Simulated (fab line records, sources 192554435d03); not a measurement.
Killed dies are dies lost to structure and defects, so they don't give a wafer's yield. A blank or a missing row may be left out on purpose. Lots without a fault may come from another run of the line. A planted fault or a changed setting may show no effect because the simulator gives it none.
Split-lot experiment | flow n5_finfet | 7 lots, 21 wafers read, on a route of 1938 steps

THE SPLIT
At N5_PASSIVATION_PECVD_55 (deposits SiO2 from SiH4/N2O, target thk 400 nm, time 22.5 s), the setting time_s was moved away from the recipe's 22.5 s on 9 of the 21 wafers read, by -14.5% to +9.4%. The other wafers ran this setting at the recipe's value.

The reading is taken at the split's own step.

THE READING
SiO2_of_PASSIVATION_PECVD_55.thk_nm (the simulator's own value, which no gauge read), in nm, at N5_PASSIVATION_PECVD_55 (deposits SiO2 from SiH4/N2O, target thk 400 nm, time 22.5 s). The file gives no usual value for it. The 12 wafers here that ran the recipe average 396.3 nm, standard deviation 6 nm.

wafer  | tool, chamber at the split | time_s as run, s | against the recipe | SiO2_of_PASSIVATION_PECVD_55.thk_nm, nm | against lot-mates on the recipe
L074.3 | pecvd-01, 1                | 22.5             | recipe             | 390.6                                   | -
L074.5 | pecvd-01, 1                | 22.5             | recipe             | 403.6                                   | -
L074.6 | pecvd-01, 2                | 22.5             | recipe             | 403                                     | -
L079.1 | pecvd-01, 0                | 22.5             | recipe             | 387                                     | -
L079.2 | pecvd-01, 2                | 22.5             | recipe             | 396                                     | -
L079.4 | pecvd-01, 2                | 22.5             | recipe             | 397                                     | -
L081.2 | pecvd-04, 2                | 20.95            | -6.9%              | 368.6                                   | -34.2
L081.4 | pecvd-04, 2                | 20.95            | -6.9%              | 370.8                                   | -32.0
L081.6 | pecvd-04, 1                | 22.5             | recipe             | 402.8                                   | -
L082.2 | pecvd-01, 1                | 22.5             | recipe             | 388.2                                   | -
L082.3 | pecvd-01, 0                | 19.24            | -14.5%             | 335.4                                   | -52.8
L082.6 | pecvd-01, 1                | 19.24            | -14.5%             | 336                                     | -52.2
L084.2 | pecvd-04, 2                | 22.5             | recipe             | 389.8                                   | -
L084.4 | pecvd-04, 2                | 20.43            | -9.2%              | 364.6                                   | -30.8
L084.5 | pecvd-04, 1                | 22.5             | recipe             | 401                                     | -
L086.2 | pecvd-01, 1                | 24.61            | +9.4%              | 428.8                                   | +26.8
L086.4 | pecvd-01, 0                | 22.5             | recipe             | 402                                     | -
L086.6 | pecvd-01, 2                | 24.61            | +9.4%              | 441.8                                   | +39.8
L096.1 | pecvd-01, 2                | 22.5             | recipe             | 394.6                                   | -
L096.4 | pecvd-01, 2                | 19.99            | -11.2%             | 350.2                                   | -44.4
L096.5 | pecvd-01, 0                | 19.99            | -11.2%             | 345                                     | -49.6

THE FIT
A straight line over all 21 wafers: SiO2_of_PASSIVATION_PECVD_55.thk_nm changes by +4.14 nm for each +1% of time_s; r = +0.98; the points scatter about the line by 5.6 nm.
The same after taking each lot's own level away (the mean of its wafers on the recipe; 21 wafers): +3.79 nm for each +1%; r = +0.98; scatter 5.1 nm.
On that fit, the largest move of time_s shifts the reading by 55 nm.
The lots' own levels span 388.20 to 402.80 nm, that is 2.5 times the standard deviation above.
So the lot-to-lot level changes the slope little: the two slopes agree.
Check: with one of the wafers moved furthest among these (-14.5%) left out of the fit, the line predicts -56.6 nm for it against its lot-mates. It came out at -52.8 nm against them.

OTHER SPLITS ON THESE WAFERS
These wafers also went through other splits before the reading. Each is held against what the fit with the lots' levels taken away leaves over:
other split on the same wafers     | wafers away from the commonest value | r with SiO2_of_PASSIVATION_PECVD_55.thk_nm (lot level and that fit taken away)
N5_BEOL_M14_EXPOSE_25 dose_mj      | 7                                    | +0.03
N5_BEOL_M14_TRENCH_ETCH_34 bias_w  | 5                                    | -0.32
N5_MIM_BOT_LITHO_EXPOSE_05 dose_mj | 4                                    | +0.04
N5_MIM_BOT_ETCH_ETCH_04 time_s     | 10                                   | +0.30

THE WHOLE CHAIN: every reading that the file lists as answering this split, in the file's order
step                       | what it does                                                | reading                                                                              | change (the file's fit)              | r (the file's)
N5_PASSIVATION_PECVD_55    | deposits SiO2 from SiH4/N2O, target thk 400 nm, time 22.5 s | SiO2_of_PASSIVATION_PECVD_55.thk_nm (the simulator's own value, which no gauge read) | +3.8 nm for each +1% of the setting  | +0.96
N5_PASSIVATION_VIA_ETCH_13 | etches SiO2 in CHF3/O2, target depth 660 nm, time 330 s     | etch_rf_on_time_s                                                                    | withheld for each +1% of the setting | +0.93

THE FILE'S OWN FIT
SiO2_of_PASSIVATION_PECVD_55.thk_nm changes by +3.8 nm for each +1% of time_s, r = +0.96.
